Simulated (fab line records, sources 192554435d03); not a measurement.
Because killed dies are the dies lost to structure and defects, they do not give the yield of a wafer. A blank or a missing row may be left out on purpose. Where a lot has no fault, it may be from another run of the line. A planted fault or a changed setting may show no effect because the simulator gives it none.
Struck lot and sound lot, side by side    flow n5 finfet    15 out of 1938 route steps
Sound: these wafers, L217.1, L217.4, L217.5. Struck: wafer L234.5. (L234.6 of the same lot was not struck and is left out.) The cause comes at the end.
Order at every step that has rows: each side's tool, ch and its chambers, its first start. Under that, the readings that differ: sound wafers    struck wafers    difference of the means    sigmas: that difference in standard deviations of wafers without a fault.
alike: same words and numbers on both sides, and readings whose means sit less than 2 such deviations apart. not compared: any withheld reading, any reading some wafer has no value for, any bound like >300 that may hide the same value, and any number with overlapping values for which the record gives no deviation.
Wherever a step has rows on one side only, a row that says differs or no value, or a row with sigmas, the two part there. When numbers do not overlap yet have no deviation, they are printed without sigmas and do not part them. A reading missing from all wafers of one side parts the sides only when that side holds two or more wafers.

first, 8 steps without rows for these wafers: N5_BEOL_M9_COAT_59 (time 60 s, resist thk 100 nm); N5_BEOL_M9_COAT_60 (time 60 s, resist thk 30 nm); N5_BEOL_M9_COAT_05 (resist thk 90 nm); N5_BEOL_M9_EBR_07; N5_BEOL_M9_SOFTBAKE_06 (time 60 s); N5_BEOL_M9_EXPOSE_08 (exposes mask M9); N5_BEOL_M9_PEB_09 (peb time 60 s); N5_BEOL_M9_DEVELOP_10 (develop time 30 s).
N5_BEOL_M9_CD_MEAS_11 targets a cd of 64.1 nm.
  sound on cd sem-02 ch 0, day 12 08:03; struck on cd sem-03 ch 0, day 16 15:37
  alike: cd nm
N5_BEOL_M9_OVL_MEAS_12:
  sound on overlay-02 ch 0, day 12 08:05; struck on overlay-02 ch 0, day 16 15:39
  alike: M9_OVL
N5_BEOL_M9_INSPECT_13: inspects for defects (brightfield).
  struck on defect inspect-01, day 16 15:40; sound on defect inspect-02, day 12 08:25
  alike: raw defect count
N5_BEOL_M9_DESCUM_16: chemistry O2, time 7.9 s.
  sound on rie diel-04 ch 0,1, day 12 08:28; struck on rie diel-06 ch 0, day 16 16:18
reading                          sound           struck  difference  sigmas
oes product au (a.u.)            0.94 0.95 0.93  0.69    -0.25       -3
showerhead plenum p Torr (Torr)  2.14 2.14 2.14  1.98    -0.16       -3
  alike: drypump motor current A, rf vpp V, throttle valve pct
  not compared: rf hours counter h
N5_BEOL_M9_ETCH_61: etches SiARC in CF4, target depth 39 nm, time 65 s.
  sound on rie diel-04 ch 0,1, day 12 08:29; struck on rie diel-06 ch 0, day 16 16:20
reading                          sound              struck  difference  sigmas
etch rf on time s (s)            61.7 64.5 61.0     48.0    -14.4       -7
rf vpp V (V)                     185.2 184.3 185.6  181.4   -3.6        -4
showerhead plenum p Torr (Torr)  2.18 2.20 2.18     2.04    -0.15       -3
throttle valve pct (%)           15.56 15.71 15.55  16.20   +0.59       +2
  alike: drypump motor current A, oes product au
  not compared: rf hours counter h
N5_BEOL_M9_ETCH_62: etches SOC in N2/H2, target depth 110 nm, overetch 22 nm, time 165 s.
  sound on rie diel-04 ch 0,1, day 12 08:32; struck on rie diel-06 ch 0, day 16 16:26
reading                          sound              struck  difference  sigmas
oes product au (a.u.)            0.78 0.79 0.78     0.59    -0.19       -3
rf vpp V (V)                     524.9 525.6 525.1  520.0   -5.2        -3
showerhead plenum p Torr (Torr)  2.58 2.62 2.58     2.40    -0.19       -3
  alike: drypump motor current A, throttle valve pct
  not compared: rf hours counter h
-- a jump in the record: the struck wafers' starts before and after are 3 days apart (it breaks off in module BEOL_M9 and resumes in module PASSIVATION, where the first step shown is number 1936 of the route) --
N5_PASSIVATION_PROBE_49:
  struck on prober-01, day 19 16:22; sound on prober-01, day 14 21:55
reading             sound    struck  difference  sigmas
killed at contacts  11 7 10  34      +25         +4
  alike: defect limited yield, killed_at_M0_to_M3, killed_at_M4_up, killed at front end, killed at other, killed dies, killed open, killed short, sort_bin_4_leakage, sort_bin_5_function, sort_bin_6_memory, sort n pass, sort yield pct

## WHERE THEY PART
Earliest at N5_BEOL_M9_DESCUM_16; latest, in this record, at N5_PASSIVATION_PROBE_49.

WHY: what the simulator had put in
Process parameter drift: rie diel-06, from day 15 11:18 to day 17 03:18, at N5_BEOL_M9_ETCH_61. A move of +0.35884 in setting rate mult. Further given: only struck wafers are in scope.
